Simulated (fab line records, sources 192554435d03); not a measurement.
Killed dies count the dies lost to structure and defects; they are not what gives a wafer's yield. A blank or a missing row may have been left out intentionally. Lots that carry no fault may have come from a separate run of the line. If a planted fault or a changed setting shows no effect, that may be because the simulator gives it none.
fab line records	flow n5_finfet
record: lots: 7	wafers: 21
route steps=1938 shown BEOL_M9@1417 BEOL_M10@1500 BEOL_M11@1540 BEOL_M12@1604 BEOL_M13@1694
start_h: start of the lot's first displayed wafer, in hours after the record's first day	wait_h: hours elapsed since this lot's preceding step	" the same as in the row above	L1.1+2: a single row standing in for several wafers	- no value, or no start given	* or withheld: withheld	< > ~ a bound
route shown NAME@n: a module of which the file shows steps, and the number in the route of the first	usual: average and standard deviation across the fault-free wafers	same: alike in all rows	chamber/n: place in a boat	sites: each site's reading	_std_site: the values' standard deviation	_edge_site: outer sites' mean less inner sites'	radius_mm: for every site, how far away it sits from the centre of the wafer	mask NAME#n: copy n	behind: the tool/chamber that last shaped the wafer	hold: reason for holding the lot/hours on hold/outcome of the hold	device: the transistor (n, p or np) that didn't switch	end of line: tests of these same wafers at the route's end	a step without rows: its recipe alone	killed: count of dies lost to structure and defects at first sort (not the wafer's yield)	map: shows each die of a wafer: x if killed, . if not, _ if none is there
set.NAME: the run value of the setting; set.NAME@STEP: its run value at that earlier step	model.NAME: the simulator's own value behind a step, which no gauge read
one table per step and one row per wafer, for lots whose settings were changed on purpose
== steps ==
step: N5_BEOL_M9_DESCUM_16
recipe: chemistry: O2	time_s: 7.9	source_power_w: 50	bias_power_w: 20	pressure_mtorr: 20	rf_frequency_hz: 2.712e+07	temp_c: 40	resist: CAR-ArF	o2_flow_sccm: 225
lot.wafer	tool	chamber	start_h	wait_h	set.time_s	model.CAR-ArF_of_BEOL_M9_COAT_05.thk_nm
L077.1	rie_diel-01	3	225.43	0.6	7.9	83.4
L077.4+5	"	2	"	"	9.633	82
L081.2	rie_diel-01	3	247.51	0.0	7.9	83.8
L081.4+6	"	1,0	"	"	7.9	83.6
L083.2	rie_diel-02	3	251.37	0.0	7.301	83.8
L083.5	"	0	"	"	7.301	84.2
L083.6	"	1	"	"	7.9	83.6
L084.2+4	rie_diel-03	3,1	259.86	0.1	7.9	83.2
L084.3	"	0	"	"	9.407	82.2
L086.3+4	rie_diel-03	3,1	282.65	0.1	7.9	83.8
L086.5	"	3	"	"	7.9	84
L089.1	rie_diel-03	1	309.87	0.2	7.9	83.6
L089.5+6	"	2,1	"	"	7.9	83.2
L097.1	rie_diel-03	2	375.60	0.0	7.9	83
L097.3	"	1	"	"	7.398	83.4
L097.6	"	2	"	"	7.9	83.2
step: N5_BEOL_M9_ETCH_61
recipe: chemistry: CF4	target: SiARC	target_depth_a: 390	mask_material: CAR-ArF	time_s: 65	ion_energy_ev: 80	pressure_mtorr: 40	source_w: 545	bias_w: 36	Ar_flow_sccm: 100	cf4_flow_sccm: 100	ends: cleared
lot.wafer	tool	chamber	start_h	wait_h	set.time_s@BEOL_M9_DESCUM_16	model.CAR-ArF_of_BEOL_M9_COAT_05.thk_nm
L077.1	rie_diel-01	3	225.46	0.0	7.9	55.6
L077.4+5	"	2	"	"	9.633	54.2
L081.2	rie_diel-01	3	247.55	0.0	7.9	55.8
L081.4+6	"	1,0	"	"	7.9	55.4
L083.2	rie_diel-02	3	251.41	0.0	7.301	55.8
L083.5	"	0	"	"	7.301	56.2
L083.6	"	1	"	"	7.9	55.6
L084.2+4	rie_diel-03	3,1	259.89	0.0	7.9	55.4
L084.3	"	0	"	"	9.407	54.2
L086.3+4	rie_diel-03	3,1	282.69	0.0	7.9	55.8
L086.5	"	3	"	"	7.9	56
L089.1	rie_diel-03	1	309.90	0.0	7.9	55.4
L089.5+6	"	2,1	"	"	7.9	55.2
L097.1+6	rie_diel-03	2	375.63	0.0	7.9	55.2
L097.3	"	1	"	"	7.398	55.6
step: N5_BEOL_M9_ETCH_62
recipe: chemistry: N2/H2	target: SOC	target_depth_a: 1100	overetch_a: 220	mask_material: SiARC	temp_c: 40	time_s: 165	ion_energy_ev: 200	pressure_mtorr: 30	source_w: 840	bias_w: 150	n2_flow_sccm: 200	h2_flow_sccm: 200
step: N5_BEOL_M9_STRIP_68
recipe: chemistry: N2/H2	temp_c: 40	n2_flow_sccm: 200	h2_flow_sccm: 200	rf_frequency_hz: 6e+07
step: N5_BEOL_M9_HM_OPEN_17
recipe: chemistry: Cl2/BCl3	target_depth_a: 200	overetch_a: 60	target: TiN	mask_material: SOC	ion_energy_ev: 150	pressure_mtorr: 10	icp_w: 1000	bias_w: 126	Cl2_flow_sccm: 53.25	bcl3_flow_sccm: 21.75	Ar_flow_sccm: 25
step: N5_BEOL_M9_STRIP_19
recipe: chemistry: O2	power_w: 400	temp_c: 40	pressure_mtorr: 30	rf_frequency_hz: 6e+07	bias_power_w: 0	overash_fraction: 0.2	o2_flow_sccm: 225
step: N5_BEOL_M9_CD_MEAS_18
recipe: pitch_nm: 140	target_cd_nm: 70
usual: cd_nm: 69.6/0.86
lot.wafer	tool	chamber	start_h	wait_h	set.dose_mj@BEOL_M9_EXPOSE_08	cd_nm
L077.1	cd_sem-02	-	225.99	0.0	53.75	69.2
L077.4	"	-	"	"	57.42	73.2
L077.5	"	-	"	"	57.42	74.2
L081.2	cd_sem-03	-	247.97	0.1	53.75	69.5
L081.4	"	-	"	"	53.75	69.4
L081.6	"	-	"	"	52.65	69.3
L083.2	cd_sem-03	-	251.83	0.1	53.75	69.5
L083.5	"	-	"	"	50.16	65.6
L083.6	"	-	"	"	53.75	68.8
L084.2	cd_sem-03	-	260.31	0.1	56.54	73.6
L084.3	"	-	"	"	56.54	73.2
L084.4	"	-	"	"	56.54	72.8
L086.3	cd_sem-02	-	283.11	0.1	52.07	66.9
L086.4	"	-	"	"	52.07	66.9
L086.5	"	-	"	"	53.75	70.5
L089.1	cd_sem-02	-	310.32	0.0	53.75	69.4
L089.5	"	-	"	"	53.75	71.1
L089.6	"	-	"	"	53.75	69.7
L097.1	cd_sem-02	-	376.06	0.0	53.75	70.2
L097.3	"	-	"	"	53.75	70.4
L097.6	"	-	"	"	53.75	71.0
step: N5_BEOL_M9_COAT_63
recipe: resist: SOC	temp_c: 250	time_s: 60	spin_rpm: 1500	resist_thk_nm: 60
step: N5_BEOL_M9_COAT_64
recipe: resist: SiARC	temp_c: 220	time_s: 60	spin_rpm: 1500	resist_thk_nm: 12
step: N5_BEOL_M9_PRECLEAN_42
recipe: chemistry: residue_remover	time_s: 60	temp_c: 40
step: N5_BEOL_M9_SRD_43
recipe: time_s: 30	temp_c: 23	rinse_liquid: diw	dry: ipa_marangoni
step: N5_BEOL_M9_CD_MEAS_35
recipe: target_cd_nm: 70	target_cd_y_nm: 40	polarity: opening
usual: cd_nm: 69.6/0.83
lot.wafer	tool	chamber	start_h	wait_h	set.dose_mj@BEOL_M9_EXPOSE_08	cd_nm
L077.1	cd_sem-03	-	228.27	0.0	53.75	69.3
L077.4	"	-	"	"	57.42	73.4
L077.5	"	-	"	"	57.42	73.9
L081.2	cd_sem-02	-	250.86	0.0	53.75	69.1
L081.4	"	-	"	"	53.75	69.3
L081.6	"	-	"	"	52.65	69.0
L083.2	cd_sem-02	-	252.86	0.0	53.75	69.3
L083.5	"	-	"	"	50.16	65.1
L083.6	"	-	"	"	53.75	69.5
L084.2	cd_sem-01	-	261.44	0.0	56.54	73.2
L084.3	"	-	"	"	56.54	73.3
L084.4	"	-	"	"	56.54	73.2
L086.3	cd_sem-03	-	284.28	0.0	52.07	67.2
L086.4	"	-	"	"	52.07	67.1
L086.5	"	-	"	"	53.75	70.7
L089.1	cd_sem-03	-	311.87	0.0	53.75	69.2
L089.5	"	-	"	"	53.75	71.2
L089.6	"	-	"	"	53.75	68.9
L097.1	cd_sem-02	-	377.11	0.0	53.75	70.4
L097.3	"	-	"	"	53.75	70.0
L097.6	"	-	"	"	53.75	71.3
step: N5_BEOL_M10_PEB_26
recipe: peb_temp_c: withheld	peb_time_s: 60	resist: CAR-ArF
lot.wafer	tool	chamber	start_h	wait_h	set.peb_time_s
L077.1+4+5	litho_track-02	0	233.96	0.1	60
L081.2+4+6	litho_track-05	0	257.59	0.1	60
L083.2	litho_track-01	0	260.82	0.1	60
L083.5+6	"	0	"	"	65
L084.2+4	litho_track-01	0	269.31	0.1	67.41
L084.3	"	0	"	"	60
L086.3+4+5	litho_track-05	0	290.89	0.0	60
L089.1+5+6	litho_track-02	0	320.26	0.1	60
L097.1+6	litho_track-02	0	382.93	0.1	60
L097.3	"	0	"	"	47.76
step: N5_BEOL_M10_DEVELOP_27
recipe: develop_time_s: 30	developer: TMAH	resist: CAR-ArF	rinse_liquid: diw	dry: air_spin	dev_temp_c: 23
step: N5_BEOL_M10_CD_MEAS_28
recipe: target_cd_nm: 70	landing_energy_ev: 500	detector: se_inlens	polarity: opening
usual: cd_nm: 70.0/1.4
lot.wafer	tool	chamber	start_h	wait_h	set.peb_time_s@BEOL_M10_PEB_26	cd_nm
L077.1	cd_sem-03	0	234.02	-	60	68.9
L077.4	"	0	"	"	60	67.9
L077.5	"	0	"	"	60	68.4
L081.2	cd_sem-02	0	257.66	-	60	72.2
L081.4	"	0	"	"	60	72.9
L081.6	"	0	"	"	60	70.2
L083.2	cd_sem-02	0	260.88	-	60	70.0
L083.5	"	0	"	"	65	75.4
L083.6	"	0	"	"	65	75.2
L084.2	cd_sem-03	0	269.38	-	67.41	75.5
L084.3	"	0	"	"	60	69.6
L084.4	"	0	"	"	67.41	74.8
L086.3	cd_sem-01	0	290.96	-	60	72.3
L086.4	"	0	"	"	60	69.8
L086.5	"	0	"	"	60	72.2
L089.1	cd_sem-02	0	320.33	-	60	69.3
L089.5	"	0	"	"	60	70.3
L089.6	"	0	"	"	60	71.9
L097.1	cd_sem-02	0	383.00	-	60	68.5
L097.3	"	0	"	"	47.76	57.9
L097.6	"	0	"	"	60	70.6
step: N5_BEOL_M11_HM_DEP_02
recipe: material: TiN	target_thk_a: 200	temp_c: 25	chamber_pressure_pa: 0.49996
lot.wafer	tool	chamber	start_h	wait_h	set.target_thk_a	model.TiN_of_BEOL_M11_HM_DEP_02.thk_nm
L077.1	pvd_sputter-01	-	238.63	0.1	200	20.2
L077.4+5	"	-	"	"	200	20.4
L081.2	pvd_sputter-03	-	265.80	0.6	200	20
L081.4	"	-	"	"	184.6	18.2
L081.6	"	-	"	"	184.6	18
L083.2+5	pvd_sputter-01	-	266.56	0.4	225.8	22.8
L083.6	"	-	"	"	200	20
L084.2	pvd_sputter-01	-	277.92	3.5	200	20.2
L084.3	"	-	"	"	190.3	19
L084.4	"	-	"	"	190.3	19.2
L086.3+5	pvd_sputter-01	-	298.47	1.9	200	20.4
L086.4	"	-	"	"	182.5	18.4
L089.1+5	pvd_sputter-01	-	329.06	2.8	200	20.2
L089.6	"	-	"	"	200	20
L097.1	pvd_sputter-03	-	388.49	0.8	210.2	20.2
L097.3	"	-	"	"	200	19.4
L097.6	"	-	"	"	200	19.2
step: N5_BEOL_M11_COAT_05
recipe: resist: CAR-ArF	spin_rpm: 1500	resist_thk_nm: 90
lot.wafer	tool	chamber	start_h	wait_h	set.spin_rpm	model.CAR-ArF_of_BEOL_M11_COAT_05.thk_nm
L077.1	litho_track-05	0	-	-	1500	90.4
L077.4	"	0	"	"	1500	90.2
L077.5	"	0	"	"	1558	88.6
L081.2+6	litho_track-04	0	-	-	1500	89.8
L081.4	"	0	"	"	1668	85.4
L083.2+6	litho_track-04	0	-	-	1500	90.4
L083.5	"	0	"	"	1657	86.2
L084.2	litho_track-03	0	-	-	1591	87.6
L084.3+4	"	0	"	"	1500	90.2
L086.3	litho_track-03	0	-	-	1399	94
L086.4	"	0	"	"	1399	93.6
L086.5	"	0	"	"	1399	93.8
L089.1+6	litho_track-03	0	-	-	1500	90
L089.5	"	0	"	"	1500	90.2
L097.1	litho_track-05	0	-	-	1543	88.8
L097.3	"	0	"	"	1543	89.2
L097.6	"	0	"	"	1500	90.2
step: N5_BEOL_M11_EBR_07
recipe: solvent: PGMEA	ebr_width_mm: 1.5
step: N5_BEOL_M11_SOFTBAKE_06
recipe: temp_c: 110	time_s: 60	resist: CAR-ArF
step: N5_BEOL_M11_EXPOSE_08
recipe: mask_id: M11	na: 1.35	source_shape: dipole	sigma_inner: 0.411	sigma_outer: 0.611	polarization: te	dose_mj: 53.75
step: N5_BEOL_M11_PEB_09
recipe: peb_temp_c: withheld	peb_time_s: 60	resist: CAR-ArF
step: N5_BEOL_M11_DEVELOP_10
recipe: develop_time_s: 30	developer: TMAH	resist: CAR-ArF	rinse_liquid: diw	dry: air_spin	dev_temp_c: 23
lot.wafer	tool	chamber	start_h	wait_h	set.spin_rpm@BEOL_M11_COAT_05	model.CAR-ArF_of_BEOL_M11_COAT_05.thk_nm
L077.1	litho_track-03	0	-	-	1500	88.8
L077.4	"	0	"	"	1500	88.4
L077.5	"	0	"	"	1558	86.8
L081.2+6	litho_track-05	0	-	-	1500	88
L081.4	"	0	"	"	1668	83.6
L083.2+6	litho_track-04	0	-	-	1500	88.6
L083.5	"	0	"	"	1657	84.4
L084.2	litho_track-04	0	-	-	1591	85.8
L084.3+4	"	0	"	"	1500	88.6
L086.3	litho_track-04	0	-	-	1399	92.4
L086.4	"	0	"	"	1399	91.8
L086.5	"	0	"	"	1399	92
L089.1+6	litho_track-03	0	-	-	1500	88.2
L089.5	"	0	"	"	1500	88.4
L097.1	litho_track-05	0	-	-	1543	87.2
L097.3	"	0	"	"	1543	87.4
L097.6	"	0	"	"	1500	88.4
step: N5_BEOL_M11_STRIP_68
recipe: chemistry: N2/H2	temp_c: 40	n2_flow_sccm: 200	h2_flow_sccm: 200	rf_frequency_hz: 6e+07
step: N5_BEOL_M11_STRIP_67
recipe: chemistry: CF4	resist: SiARC	power_w: 300	bias_power_w: 75	pressure_mtorr: 50	cf4_flow_sccm: 150	rf_frequency_hz: 6e+07
step: N5_BEOL_M11_HM_OPEN_17
recipe: chemistry: Cl2/BCl3	target_depth_a: 200	overetch_a: 60	target: TiN	mask_material: SOC	ion_energy_ev: 150	pressure_mtorr: 10	icp_w: 1000	bias_w: 126	Cl2_flow_sccm: 53.25	bcl3_flow_sccm: 21.75	Ar_flow_sccm: 25
lot.wafer	tool	chamber	start_h	wait_h	set.target_thk_a@BEOL_M11_HM_DEP_02	model.etch.depth_nm
L077.1	rie_metal-02	1	239.40	0.0	200	20.25
L077.4	"	1	"	"	200	20.38
L077.5	"	0	"	"	200	20.31
L081.2	rie_metal-03	1	266.73	0.1	200	19.91
L081.4	"	1	"	"	184.6	18.13
L081.6	"	1	"	"	184.6	17.96
L083.2+5	rie_metal-03	1	267.66	0.1	225.8	22.75
L083.6	"	1	"	"	200	20.08
L084.2	rie_metal-02	0	278.65	0.0	200	20.22
L084.3	"	1	"	"	190.3	19.04
L084.4	"	0	"	"	190.3	19.26
L086.3	rie_metal-01	0	299.23	0.1	200	20.45
L086.4	"	1	"	"	182.5	18.36
L086.5	"	1	"	"	200	20.35
L089.1	rie_metal-01	0	330.06	0.0	200	20.16
L089.5	"	0	"	"	200	20.27
L089.6	"	0	"	"	200	20.08
L097.1	rie_metal-02	0	389.60	0.0	210.2	20.21
L097.3	"	0	"	"	200	19.42
L097.6	"	1	"	"	200	19.25
step: N5_BEOL_M12_COAT_58
recipe: resist: BARC	temp_c: 205	time_s: 60	spin_rpm: 1500	resist_thk_nm: 89
lot.wafer	tool	chamber	start_h	wait_h	set.spin_rpm	model.BARC_of_BEOL_M12_COAT_58.thk_nm
L077.1+5	litho_track-01	0	243.45	0.0	1500	89
L077.4	"	0	"	"	1566	87.2
L081.2+6	litho_track-01	0	272.85	0.0	1500	89.6
L081.4	"	0	"	"	1500	89.8
L083.2	litho_track-04	0	273.83	0.0	1451	90.8
L083.5	"	0	"	"	1500	88.8
L083.6	"	0	"	"	1500	89.2
L084.2+3	litho_track-01	0	286.12	0.0	1500	89.2
L084.4	"	0	"	"	1379	93.4
L086.3	litho_track-04	0	305.46	0.0	1569	87.2
L086.4	"	0	"	"	1500	89.6
L086.5	"	0	"	"	1500	89.4
L089.1	litho_track-02	0	335.09	0.0	1500	89.6
L089.5+6	"	0	"	"	1500	89.4
L097.1	litho_track-04	0	395.25	0.0	1363	93
L097.3	"	0	"	"	1363	92.8
L097.6	"	0	"	"	1500	88.8
step: N5_BEOL_M12_ETCH_59
recipe: chemistry: N2/H2	target: BARC	target_depth_a: 890	overetch_a: 267	time_s: 67.9	ion_energy_ev: 200	pressure_mtorr: 30	source_w: 840	bias_w: 150	n2_flow_sccm: 200	h2_flow_sccm: 200
usual: rf_vpp_V: 523.5/2.8
lot.wafer	tool	chamber	start_h	wait_h	set.bias_w	set.spin_rpm@BEOL_M12_COAT_58	rf_vpp_V	model.etch.depth_nm
L077.1	rie_diel-06	3	243.84	0.0	172.8	1500	569.8	89.01
L077.4	"	1	"	"	150	1566	523.2	87.13
L077.5	"	3	"	"	150	1500	521.8	89.07
L081.2	rie_diel-05	0	273.37	0.0	150	1500	528.0	89.59
L081.4	"	2	"	"	150	1500	526.1	89.76
L081.6	"	3	"	"	150	1500	522.3	89.55
L083.2	rie_diel-04	3	274.23	0.0	150	1451	522.8	90.79
L083.5	"	1	"	"	150	1500	520.4	88.85
L083.6	"	2	"	"	150	1500	526.7	89.18
L084.2	rie_diel-06	2	286.52	0.0	150	1500	520.1	89.25
L084.3	"	1	"	"	150	1500	523.3	89.17
L084.4	"	0	"	"	150	1379	522.9	93.31
L086.3	rie_diel-06	1	305.86	0.0	150	1569	522.2	87.2
L086.4	"	0	"	"	158.7	1500	541.1	89.58
L086.5	"	3	"	"	158.7	1500	539.6	89.43
L089.1	rie_diel-06	1	335.96	0.0	150	1500	521.3	89.51
L089.5	"	0	"	"	150	1500	523.4	89.43
L089.6	"	3	"	"	150	1500	520.4	89.4
L097.1	rie_diel-05	2	395.65	0.0	150	1363	525.5	93.04
L097.3	"	1	"	"	130	1363	475.7	92.78
L097.6	"	0	"	"	150	1500	527.9	88.78
step: N5_BEOL_M12_VIA_ETCH_16
recipe: chemistry: C4F8/O2/Ar	target: SiOC	pressure_mtorr: 30	source_w: 3000	bias_w: 700	Ar_flow_sccm: 400	C4F8_flow_sccm: 15	O2_flow_sccm: 8	he_inner_torr: 15	he_outer_torr: 30	target_depth_a: 7248	time_s: withheld	ion_energy_ev: 250	ends: cleared
step: N5_BEOL_M12_STRIP_63
recipe: chemistry: N2/H2	power_w: 1000	temp_c: 250	h2_frac: 0.65	overash_fraction: 0.3	pressure_mtorr: 1000	n2_flow_sccm: 1750	h2_flow_sccm: 3250
step: N5_BEOL_M12_STRIP_64
recipe: chemistry: N2/H2	power_w: 1000	temp_c: 250	h2_frac: 0.65	overash_fraction: 0.3	pressure_mtorr: withheld	n2_flow_sccm: 1750	h2_flow_sccm: 3250
usual: strip_time_to_endpoint_s: 31.38/0.085
lot.wafer	tool	chamber	start_h	wait_h	set.spin_rpm@BEOL_M12_COAT_58	strip_time_to_endpoint_s
L077.1	plasma_asher-02	0	244.15	0.0	1500	31.32
L077.4	"	0	"	"	1566	30.78
L077.5	"	0	"	"	1500	31.33
L081.2	plasma_asher-02	1	273.68	0.0	1500	31.49
L081.4	"	1	"	"	1500	31.53
L081.6	"	0	"	"	1500	31.46
L083.2	plasma_asher-01	0	274.54	0.0	1451	31.83
L083.5	"	0	"	"	1500	31.26
L083.6	"	1	"	"	1500	31.38
L084.2	plasma_asher-01	1	287.14	0.0	1500	31.38
L084.3	"	0	"	"	1500	31.36
L084.4	"	1	"	"	1379	32.55
L086.3	plasma_asher-02	1	306.19	0.0	1569	30.79
L086.4	"	0	"	"	1500	31.47
L086.5	"	0	"	"	1500	31.44
L089.1	plasma_asher-01	1	336.27	0.0	1500	31.46
L089.5	"	0	"	"	1500	31.42
L089.6	"	1	"	"	1500	31.43
L097.1	plasma_asher-01	1	395.96	0.0	1363	32.45
L097.3	"	0	"	"	1363	32.38
L097.6	"	0	"	"	1500	31.24
step: N5_BEOL_M13_ETCH_68
recipe: chemistry: N2/H2	target: SOC	mask_material: SiARC	source_w: 3000	bias_w: 350	temp_c: 40	time_s: 355	ion_energy_ev: 200	pressure_mtorr: 30	n2_flow_sccm: 200	h2_flow_sccm: 200
lot.wafer	tool	chamber	start_h	wait_h	set.time_s	model.SiARC_of_BEOL_M13_COAT_66.thk_nm
L077.1+4+5	rie_diel-02	0,2,1	256.00	0.1	355	77.6
L081.2	rie_diel-03	3	282.06	0.1	355	77.2
L081.4	"	3	"	"	355	77
L081.6	"	2	"	"	355	76.6
L083.2	rie_diel-03	2	285.73	0.1	355	76.8
L083.5	"	2	"	"	430.4	69.6
L083.6	"	1	"	"	355	76.4
L084.2	rie_diel-02	3	293.79	0.1	355	77
L084.3	"	0	"	"	355	76.6
L084.4	"	1	"	"	355	76.8
L086.3	rie_diel-01	0	312.54	0.1	379.7	76
L086.4	"	2	"	"	379.7	74.4
L086.5	"	3	"	"	355	77
L089.1	rie_diel-02	3	343.10	0.1	355	77.8
L089.5	"	2	"	"	355	77.6
L089.6	"	3	"	"	355	77.2
L097.1	rie_diel-01	0	401.12	0.1	296.1	83.2
L097.3	"	1	"	"	355	76.6
L097.6	"	3	"	"	355	76.8
step: N5_BEOL_M13_SPUTTER_43
recipe: material: TaN	target_thk_a: 150	temp_c: 50	bias_v: 168.6	power_w: 15000	chamber_pressure_pa: 0.12	time_s: 24.19
lot.wafer	tool	chamber	start_h	wait_h	set.time_s	model.TaN_of_BEOL_M13_SPUTTER_43.thk_nm
L077.1	pvd_sputter-01	-	257.41	0.0	24.19	15.6
L077.4+5	"	-	"	"	24.19	15.4
L081.2	pvd_sputter-02	-	283.96	0.0	26.34	16.4
L081.4	"	-	"	"	24.19	14.8
L081.6	"	-	"	"	26.34	16
L083.2	pvd_sputter-02	-	289.90	0.0	25.92	16
L083.5	"	-	"	"	25.92	15.6
L083.6	"	-	"	"	24.19	14.8
L084.2+4	pvd_sputter-03	-	299.02	0.0	24.19	14.8
L084.3	"	-	"	"	27.58	17.2
L086.3	pvd_sputter-03	-	313.79	0.0	24.19	15.2
L086.4+5	"	-	"	"	24.19	14.8
L089.1+5	pvd_sputter-01	-	345.34	0.0	24.19	15.2
L089.6	"	-	"	"	24.19	15
L097.1+6	pvd_sputter-01	-	402.91	0.0	25.78	16.2
L097.3	"	-	"	"	24.19	15.2
== key ==
split: step: N5_BEOL_M9_DESCUM_16	setting: time_s	stated: 7.9	by: wafer
response: step: N5_BEOL_M9_DESCUM_16	reading: model.CAR-ArF_of_BEOL_M9_COAT_05.thk_nm	change: -0.058	per: 1%	r: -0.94
response: step: N5_BEOL_M9_ETCH_61	reading: model.CAR-ArF_of_BEOL_M9_COAT_05.thk_nm	change: -0.0628	per: 1%	r: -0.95
split: step: N5_BEOL_M10_PEB_26	setting: peb_time_s	stated: 60	by: wafer
response: step: N5_BEOL_M10_CD_MEAS_28	reading: cd_nm	change: +0.548	per: 1%	r: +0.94
split: step: N5_BEOL_M11_HM_DEP_02	setting: target_thk_a	stated: 200	by: wafer
response: step: N5_BEOL_M11_HM_DEP_02	reading: model.TiN_of_BEOL_M11_HM_DEP_02.thk_nm	change: +0.222	per: 1%	r: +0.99
response: step: N5_BEOL_M11_HM_OPEN_17	reading: model.etch.depth_nm	change: +0.217	per: 1%	r: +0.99
split: step: N5_BEOL_M11_COAT_05	setting: spin_rpm	stated: 1500	by: wafer
response: step: N5_BEOL_M11_COAT_05	reading: model.CAR-ArF_of_BEOL_M11_COAT_05.thk_nm	change: -0.404	per: 1%	r: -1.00
response: step: N5_BEOL_M11_DEVELOP_10	reading: model.CAR-ArF_of_BEOL_M11_COAT_05.thk_nm	change: -0.408	per: 1%	r: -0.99
split: step: N5_BEOL_M12_COAT_58	setting: spin_rpm	stated: 1500	by: wafer
response: step: N5_BEOL_M12_COAT_58	reading: model.BARC_of_BEOL_M12_COAT_58.thk_nm	change: -0.479	per: 1%	r: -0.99
response: step: N5_BEOL_M12_ETCH_59	reading: model.etch.depth_nm	change: -0.479	per: 1%	r: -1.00
response: step: N5_BEOL_M12_STRIP_64	reading: strip_time_to_endpoint_s	change: *	per: 1%	r: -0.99
split: step: N5_BEOL_M12_ETCH_59	setting: bias_w	stated: 150	by: wafer
response: step: N5_BEOL_M12_ETCH_59	reading: rf_vpp_V	change: +3.4	per: 1%	r: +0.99
split: step: N5_BEOL_M13_ETCH_68	setting: time_s	stated: 355	by: wafer
response: step: N5_BEOL_M13_ETCH_68	reading: model.SiARC_of_BEOL_M13_COAT_66.thk_nm	change: -0.347	per: 1%	r: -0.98
split: step: N5_BEOL_M13_SPUTTER_43	setting: time_s	stated: 24.19	by: wafer
response: step: N5_BEOL_M13_SPUTTER_43	reading: model.TaN_of_BEOL_M13_SPUTTER_43.thk_nm	change: +0.162	per: 1%	r: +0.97
split outside_this_file step=N5_BEOL_M9_EXPOSE_08 setting=dose_mj
split outside_this_file: this setting was split too, and the file shows its column; the key of that split is in another file
